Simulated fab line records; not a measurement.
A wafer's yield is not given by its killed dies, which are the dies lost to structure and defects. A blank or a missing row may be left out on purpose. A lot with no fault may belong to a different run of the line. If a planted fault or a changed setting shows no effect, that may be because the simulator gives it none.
fab line records :: flow n5_finfet
[record]
  lots = 4
  wafers = 12
  last_day = 17
route steps=1938 shown PMOS_HMC_CHANNEL_EPI@68 FIN_SAQP@90 PASSIVATION@1936
lots with no fault: from the same line, run without faults
start_h: hours from the record's opening day to when the first of the lot's shown wafers began :: wait_h: time in hours since the lot's previous step :: " the same as in the row above :: L1.1+2: a single row standing in for several wafers :: - no value present, or no start provided :: * or withheld: withheld :: < > ~ a bound
route shown NAME@n: NAME is a module with steps in the file, n the number in the route of the first one :: usual: average and standard deviation across the fault-free wafers :: same: alike in all rows :: chamber/n: place in a boat :: sites: per-site readings :: _std_site: standard deviation across them :: _edge_site: mean of outer sites minus mean of inner sites :: radius_mm: for every site, how far away it sits from the centre of the wafer :: mask NAME#n: copy n :: behind: the last tool/chamber to shape the wafer :: hold: reason for holding the lot/hours on hold/outcome of the hold :: device: transistor that didn't switch, given as n, p or np :: end of line: at the end of the route, the tests of the same wafers :: where a step has no rows: the recipe by itself :: killed: the dies lost at the first sort to structure and to defects; this is not the yield of the wafer :: map: the dies of a wafer, with x for killed, . for not killed, _ for no die there
set.NAME: setting as actually run; set.NAME@STEP: the setting as run at that earlier step :: model.NAME: the simulator's own value behind a step, which no gauge read
a table for each step, a row for each wafer; lots at some steps of the route
services: a tool's chamber out of use, with start hour (start_h, from the record's first day; less than 0 if before it), hours out, and reason
[[steps]]
[step N5_PMOS_HMC_CHANNEL_EPI_DESCUM_14]
[recipe]
  chemistry = O2
  time_s = 7.9
  source_power_w = 50
  bias_power_w = 20
  pressure_mtorr = 20
  rf_frequency_hz = 2.712e+07
  temp_c = 40
  resist = CAR-ArF-block
  o2_flow_sccm = 225
[step N5_PMOS_HMC_CHANNEL_EPI_ETCH_32]
[recipe]
  chemistry = N2/H2
  target = BARC
  stop_on = SiO2
  target_depth_a = 858
  over_etch_frac = 0.3
  time_s = 50.3
  ion_energy_ev = 200
  mask_material = CAR-ArF-block
  pressure_mtorr = 30
  source_w = 840
  bias_w = 150
  n2_flow_sccm = 200
  h2_flow_sccm = 200
[step N5_PMOS_HMC_CHANNEL_EPI_HM_OPEN_15]
[recipe]
  chemistry = CHF3/O2
  target = SiO2
  mask_material = CAR-ArF-block
  target_depth_a = 406
  CHF3_flow_sccm = 50
  O2_flow_sccm = 5
  Ar_flow_sccm = 200
  time_s = 20.3
  pressure_mtorr = 30
  source_w = 650
  bias_w = 170
  ion_energy_ev = 200
[step N5_PMOS_HMC_CHANNEL_EPI_STRIP_33]
[recipe]
  chemistry = N2/H2
  power_w = 500
  temp_c = 40
  pressure_mtorr = 50
  rf_frequency_hz = 6e+07
  overash_fraction = 0.3
  bias_power_w = 8
  h2_frac = 0.5
  n2_flow_sccm = 300
  h2_flow_sccm = 300
[step N5_PMOS_HMC_CHANNEL_EPI_STRIP_17]
[recipe]
  chemistry = SPM
  time_s = 750
  temp_c = 130
  h2so4_h2o2_vol_ratio = 4
  dry = ipa_marangoni
[step N5_PMOS_HMC_CHANNEL_EPI_ETCH_38]
[recipe]
  chemistry = CF4
  target = SiO2
  target_depth_a = 15
  ion_energy_ev = 350
  pressure_mtorr = 10
  icp_w = 800
  bias_w = 400
  cf4_flow_sccm = 80
[step N5_PMOS_HMC_CHANNEL_EPI_FIN_RECESS_16]
[recipe]
  chemistry = HBr/Cl2
  target = Si
  mask_material = SiO2
  target_depth_a = 540
  time_s = 18
  pressure_mtorr = 10
  icp_w = 800
  bias_w = 75
  HBr_flow_sccm = 150
  Cl2_flow_sccm = 80
[step N5_PMOS_HMC_CHANNEL_EPI_PRECLEAN_36]
[recipe]
  chemistry = O3/DIW
  time_s = 45
  temp_c = 22
  o3_ppm = 10
[step N5_PMOS_HMC_CHANNEL_EPI_PRECLEAN_18]
[recipe]
  chemistry = DHF
  time_s = 30
  temp_c = 25
  dilution = withheld
[step N5_PMOS_HMC_CHANNEL_EPI_SRD_19]
[recipe]
  dry = ipa_marangoni
  do_ppb = 5
  time_s = 30
  temp_c = 23
  rinse_liquid = diw
[step N5_PMOS_HMC_CHANNEL_EPI_EPI_20]
[recipe]
  material = SiGe30
  mask_material = SiO2
  pressure_torr = 20
  target_thk_a = 590
  temp_c = 600
lot.wafer: L860.1+4+6
tool: epi_rpcvd-01
chamber: 0
start_h: 23.86
wait_h: 0.0

lot.wafer: L871.1+2+6
tool: epi_rpcvd-01
chamber: 0
start_h: 90.63
wait_h: 0.0

lot.wafer: L874.2+4+6
tool: epi_rpcvd-01
chamber: 0
start_h: 109.06
wait_h: 0.2

lot.wafer: L879.1+3+5
tool: epi_rpcvd-02
chamber: 0
start_h: 138.63
wait_h: 0.0
[step N5_PMOS_HMC_CHANNEL_EPI_HM_STRIP_35]
[recipe]
  chemistry = dHF
  temp_c = 25
  material = SiO2
  target = SiO2
  target_depth_a = 396
  time_s = 216
[step N5_PMOS_HMC_CHANNEL_EPI_SRD_39]
[recipe]
  dry = ipa_marangoni
  time_s = 30
  temp_c = 23
  rinse_liquid = diw
[step N5_PMOS_HMC_CHANNEL_EPI_CMP_21]
[recipe]
  material = SiGe30
  post_cmp_clean = alkaline_brush
  target_thk_nm = 54
[step N5_PMOS_HMC_CHANNEL_EPI_PRECLEAN_40]
[recipe]
  chemistry = DHF
  time_s = 30
  temp_c = 25
  dilution = withheld
[step N5_PMOS_HMC_CHANNEL_EPI_PRECLEAN_37]
[recipe]
  chemistry = O3/DIW
  time_s = 45
  temp_c = 22
  o3_ppm = 10
[step N5_PMOS_HMC_CHANNEL_EPI_PRECLEAN_24]
[recipe]
  chemistry = DHF
  time_s = 30
  temp_c = 25
  dilution = withheld
[step N5_PMOS_HMC_CHANNEL_EPI_SRD_25]
[recipe]
  dry = ipa_marangoni
  do_ppb = 5
  time_s = 30
  temp_c = 23
  rinse_liquid = diw
[step N5_PMOS_HMC_CHANNEL_EPI_EPI_26]
[recipe]
  material = Si
  target_thk_a = 38
  temp_c = 650
  precursor = SiH4/H2
  pressure_torr = 20
  time_s = 22.7
[step N5_FIN_SAQP_PRECLEAN_42]
[recipe]
  chemistry = O3/DIW
  time_s = 60
  temp_c = 22
  o3_ppm = 10
[step N5_FIN_SAQP_PRECLEAN_00]
[recipe]
  chemistry = SC1
  time_s = 60
  temp_c = 55
  mix = 1:2:50
[step N5_FIN_SAQP_PRECLEAN_44]
[recipe]
  chemistry = SC2
  time_s = 45
  temp_c = 35
  mix = 1:1:50
[step N5_FIN_SAQP_SRD_01]
[recipe]
  dry = ipa_marangoni
  time_s = 30
  temp_c = 23
  rinse_liquid = diw
[step N5_FIN_SAQP_ALD_61]
[recipe]
  material = SiO2
  target_thk_a = 40
  temp_c = 300
  ald_precursor_family = BDEAS
  ald_co_reactant = O2-plasma
  pulse_time_s = 1
  purge_time_s = 2
  co_reactant_purge_time_s = 2
  ald_cycles = 43
  pressure_torr = 2
[step N5_FIN_SAQP_DENSIFY_62]
[recipe]
  temp_c = 700
  time_s = 60
  ambient = N2
  idle_temp_c = 600
  ramp_up_c_per_s = 150
  ramp_down_c_per_s = 60
  cool_to_c = 600
[step N5_FIN_SAQP_HM_DEP_03]
[recipe]
  material = SiNx
  target_thk_a = 380
  temp_c = 400
  precursor = SiH4/NH3/N2
  pressure_torr = 1.5
  rf_w = 300
  time_s = 33.6
[step N5_FIN_SAQP_PECVD_47]
[recipe]
  material = a-Si
  target_thk_a = 450
  temp_c = 400
  precursor = SiH4/He
  pressure_torr = 3
  rf_w = 100
  time_s = 36.3
[step N5_FIN_SAQP_PECVD_48]
[recipe]
  material = SiNx
  target_thk_a = 250
  temp_c = 400
  precursor = SiH4/NH3/N2
  pressure_torr = 1.5
  rf_w = 300
  time_s = 22.1
[step N5_FIN_SAQP_PECVD_06]
[recipe]
  material = a-Si
  target_thk_a = 600
  temp_c = 400
  precursor = SiH4/He
  pressure_torr = 3
  rf_w = 100
  time_s = 48.1
[step N5_FIN_SAQP_HM_DEP_72]
[recipe]
  material = SiO2
  target_thk_a = 120
  temp_c = 400
  precursor = SiH4/N2O
  pressure_torr = 0.75
  rf_w = 275
  time_s = 7.2
[step N5_FIN_SAQP_COAT_49]
[recipe]
  resist = SOC
  temp_c = 250
  time_s = 60
  spin_rpm = 1500
  resist_thk_nm = 100
[step N5_FIN_SAQP_COAT_50]
[recipe]
  resist = SiARC
  temp_c = 220
  time_s = 60
  spin_rpm = 1500
  resist_thk_nm = 35
[step N5_FIN_SAQP_COAT_10]
[recipe]
  resist = CAR-ArF
  spin_rpm = 1500
  resist_thk_nm = 90
[step N5_FIN_SAQP_EBR_12]
[recipe]
  solvent = PGMEA
  ebr_width_mm = 1.5
[step N5_FIN_SAQP_SOFTBAKE_11]
[recipe]
  temp_c = 110
  time_s = 60
  resist = CAR-ArF
[step N5_PASSIVATION_PROBE_49]
[usual]
  defect_limited_yield = 91.2/1.5
  killed_at_M0_to_M3 = 33/9.6
  killed_at_M4_up = 14/5.6
  killed_at_contacts = 14/5.5
  killed_at_front_end = 40/13
  killed_at_other = 4/3
  killed_dies = 104/17
  killed_open = 68/13
  killed_short = 33/7.2
  sort_bin_5_function = 5.2/0.95
  sort_bin_6_memory = 3.3/0.62
  sort_bin_8_speed = 0.00/0.012
  sort_n_pass = 1076/17
  sort_yield_pct = 91.2/1.5
[same]
  gross_dies = 1180
  killed_at_back_side = 0
  sort_bin_4_leakage[%] = 0
lot.wafer: L871.1
tool: prober-02
chamber: -
start_h: 346.85
wait_h: 0.0
defect_limited_yield[%]: 88.1
killed_at_M0_to_M3: 14
killed_at_M4_up: 7
killed_at_contacts: 13
killed_at_front_end: 99
killed_at_other: 8
killed_dies: 141
killed_open: 52
killed_short: 21
sort_bin_5_function[%]: 7.4
sort_bin_6_memory[%]: 3.2
sort_bin_8_speed[%]: 0
sort_n_pass: 1039
sort_yield_pct[%]: 88.1

lot.wafer: L871.2
tool: prober-02
chamber: -
start_h: 346.90
wait_h: 0.1
defect_limited_yield[%]: 86.2
killed_at_M0_to_M3: 25
killed_at_M4_up: 10
killed_at_contacts: 13
killed_at_front_end: 113
killed_at_other: 2
killed_dies: 163
killed_open: 58
killed_short: 30
sort_bin_5_function[%]: 9.0
sort_bin_6_memory[%]: 3.6
sort_bin_8_speed[%]: 0
sort_n_pass: 1017
sort_yield_pct[%]: 86.2

lot.wafer: L871.6
tool: prober-02
chamber: -
start_h: 347.10
wait_h: 0.3
defect_limited_yield[%]: 86.7
killed_at_M0_to_M3: 12
killed_at_M4_up: 11
killed_at_contacts: 13
killed_at_front_end: 120
killed_at_other: 1
killed_dies: 157
killed_open: 58
killed_short: 24
sort_bin_5_function[%]: 9.2
sort_bin_6_memory[%]: 3.1
sort_bin_8_speed[%]: 0
sort_n_pass: 1023
sort_yield_pct[%]: 86.7

lot.wafer: L874.2
tool: prober-01
chamber: -
start_h: 387.25
wait_h: 0.1
defect_limited_yield[%]: 82.7
killed_at_M0_to_M3: 22
killed_at_M4_up: 11
killed_at_contacts: 21
killed_at_front_end: 147
killed_at_other: 3
killed_dies: 204
killed_open: 80
killed_short: 39
sort_bin_5_function[%]: 10.2
sort_bin_6_memory[%]: 5.4
sort_bin_8_speed[%]: 0
sort_n_pass: 976
sort_yield_pct[%]: 82.7

lot.wafer: L874.4
tool: prober-01
chamber: -
start_h: 387.35
wait_h: 0.2
defect_limited_yield[%]: 86.1
killed_at_M0_to_M3: 33
killed_at_M4_up: 11
killed_at_contacts: 12
killed_at_front_end: 106
killed_at_other: 2
killed_dies: 164
killed_open: 59
killed_short: 28
sort_bin_5_function[%]: 8.3
sort_bin_6_memory[%]: 4.6
sort_bin_8_speed[%]: 0
sort_n_pass: 1016
sort_yield_pct[%]: 86.1

lot.wafer: L874.6
tool: prober-01
chamber: -
start_h: 387.45
wait_h: 0.3
defect_limited_yield[%]: 85.5
killed_at_M0_to_M3: 34
killed_at_M4_up: 18
killed_at_contacts: 11
killed_at_front_end: 100
killed_at_other: 8
killed_dies: 171
killed_open: 68
killed_short: 27
sort_bin_5_function[%]: 9.8
sort_bin_6_memory[%]: 3.0
sort_bin_8_speed[%]: 0
sort_n_pass: 1009
sort_yield_pct[%]: 85.5
// killed by level:class
L871.1 PMOS_HMC_CHANNEL_EPI:unspecified=68 MOL_CONTACT_COAG:geometric_particle:open=10 FIN_SAQP:geometric_particle:open=7 DUMMY_GATE:geometric_particle:open=7 GATE_CUT:geometric_particle:short=6 STI_FIN_REVEAL:geometric_particle:open=4 BEOL_M0_SAQP:geometric_particle:open=4 BEOL_M2:geometric_particle:open=4
L871.2 PMOS_HMC_CHANNEL_EPI:unspecified=75 MOL_CONTACT_COAG:geometric_particle:open=10 DUMMY_GATE:geometric_particle:open=9 GATE_CUT:geometric_particle:short=8 BEOL_M2:geometric_particle:open=8 STI_FIN_REVEAL:geometric_particle:open=6 BEOL_M0_SAQP:geometric_particle:open=5 FIN_SAQP:geometric_particle:open=4
L871.6 PMOS_HMC_CHANNEL_EPI:unspecified=75 FIN_SAQP:geometric_particle:open=11 MOL_CONTACT_COAG:geometric_particle:open=10 GATE_CUT:geometric_particle:short=8 FIN_SAQP:geometric_particle:short=6 STARTING-WAFER:geometric_particle:open=6 STI_FIN_REVEAL:geometric_particle:open=5 DUMMY_GATE:geometric_particle:open=5
L874.2 PMOS_HMC_CHANNEL_EPI:unspecified=84 STI_FIN_REVEAL:geometric_particle:open=17 MOL_CONTACT_COAG:geometric_particle:open=17 BEOL_M3:geometric_particle:open=10 DUMMY_GATE:geometric_particle:open=9 FIN_SAQP:geometric_particle:short=7 FIN_SAQP:geometric_particle:open=6 GATE_CUT:geometric_particle:short=6
L874.4 PMOS_HMC_CHANNEL_EPI:unspecified=76 MOL_CONTACT_COAG:geometric_particle:open=8 BEOL_M3:geometric_particle:open=7 FIN_SAQP:geometric_particle:open=6 BEOL_M0_SAQP:geometric_particle:short=6 STI_FIN_REVEAL:geometric_particle:open=5 BEOL_M0_SAQP:geometric_particle:open=5 BEOL_M5:geometric_particle:open=5
L874.6 PMOS_HMC_CHANNEL_EPI:unspecified=74 BEOL_M0_SAQP:geometric_particle:short=9 BEOL_M4:geometric_particle:open=8 MOL_CONTACT_COAG:geometric_particle:open=7 STI_FIN_REVEAL:geometric_particle:open=6 BEOL_M0_SAQP:geometric_particle:open=6 BEOL_M3:geometric_particle:open=6 BEOL_M2:geometric_particle:open=5
// map L871.2 (x killed, . not)
_________________....x.......________________
______________..........x......._____________
___________.......................x__________
__________.....x.x..x............x.._________
________....x........x.x..x..........._______
_______................................______
______.........x.....................x.._____
_____....................x.....x.........____
____...........................x..........___
___x...x..........x.........x......x.xx....__
___.....x.x..xx...x....x.......x...........__
__x.........................x.x........x...._
__................x........x.......x..x....._
_..x.....x..x...........................xx...
_.......................................x.x..
_......................................x.xxx.
_....x................................xxxxxxx
_...x............x....x............xxxxxxxxxx
_................................x..xxxxxxxxx
_................x.......xx..x.....xxxxxxxxxx
_..........................x......x.xxxxxxxxx
__............xx.....x...........x..xxxxxxxx_
__..........................x...x.x.xxxxxxxx_
___.........x.............x.......xx.x.xxxx__
___...............xx...................xx..__
____............x............x.....x.....x___
_____...x........xx.x....................____
______..x........x.............xx.x....._____
_______.................x...x..........______
________.............................._______
__________.........x...........x...._________
___________.xx.................x...__________
______________x................._____________
_________________..........x.________________
// map L874.2 (x killed, . not)
_________________..x.........________________
______________.x................_____________
___________..........x..........x..__________
__________............x.......x....._________
________.........x.....x......x...xxx._______
_______.....x.....x......xx.........x..______
______.x....x.....x..........x.........._____
_____x......x........................x...____
____............x....x.....x.xx.x.........___
___.x..........x..............x...x........__
___......x...xx.........x..x..x.........x..__
__.........x....x.x....x...................._
__..x................x...............x...x.x_
_....x...............x............x.......xx.
_............x..x....................xxxx...x
_.x........x.......x..x............x.xxxxx..x
_x.............x...x................xxxxxxxxx
_x...x....................xx........xxxxxxxxx
_..............................x...x.xxxxxxxx
_........x.xxxx...x........xx....x.xxxxxxxxxx
_.x........x...x.......x........x...xxxxxxxxx
__...x........xxx.....x.........x....xxxxxxx_
__.............x...x...........x....xxxxxxxx_
___....x.............x..x....x.......x.xxxx__
___.x....x.................x.....x..x.x...x__
____..............................x...x...___
_____...x........x.x...........x........x____
______..........x......x....x...x......._____
_______......x............x..........x.______
________..............x..............._______
__________.........x....x..........._________
___________.x..x...................__________
______________x.........x......._____________
_________________x....x......________________
[[services]]
tool: epi_rpcvd-02
chamber: -
start_h: 36.48
hours: 5.1
kind: repair

tool: epi_rpcvd-02
chamber: -
start_h: 111.22
hours: 1.8
kind: repair

tool: epi_rpcvd-02
chamber: -
start_h: 137.09
hours: 0.5
kind: pm

tool: epi_rpcvd-01
chamber: -
start_h: 137.66
hours: 2.8
kind: pm
[[key]]
[first_sign]
  step = N5_PASSIVATION_PROBE_49
  reading = killed_at_front_end
  direction = up
  sigmas = 5.8
  usual = 40
  struck = 114
[effect]
  step = N5_PASSIVATION_PROBE_49
  reading = killed_dies
  direction = up
  sigmas = 3.6
  usual = 104
  struck = 167
[more_kills_born_at]
  N5_PMOS_HMC_CHANNEL_EPI_EPI_20@epi_rpcvd-01 = 452
met_at N5_PMOS_HMC_CHANNEL_EPI_EPI_20
struck_wafers L871.1,L871.2,L871.6,L874.2,L874.4,L874.6
onset_between 23.86 90.63
[fault]
  kind = chamber_particle_source
  tool = epi_rpcvd-01
  chamber = -
  onset_h = 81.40
  steps = N5_PMOS_HMC_CHANNEL_EPI_EPI_20
  rate_per_visit_cm2 = 0.40437
  end_h = 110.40
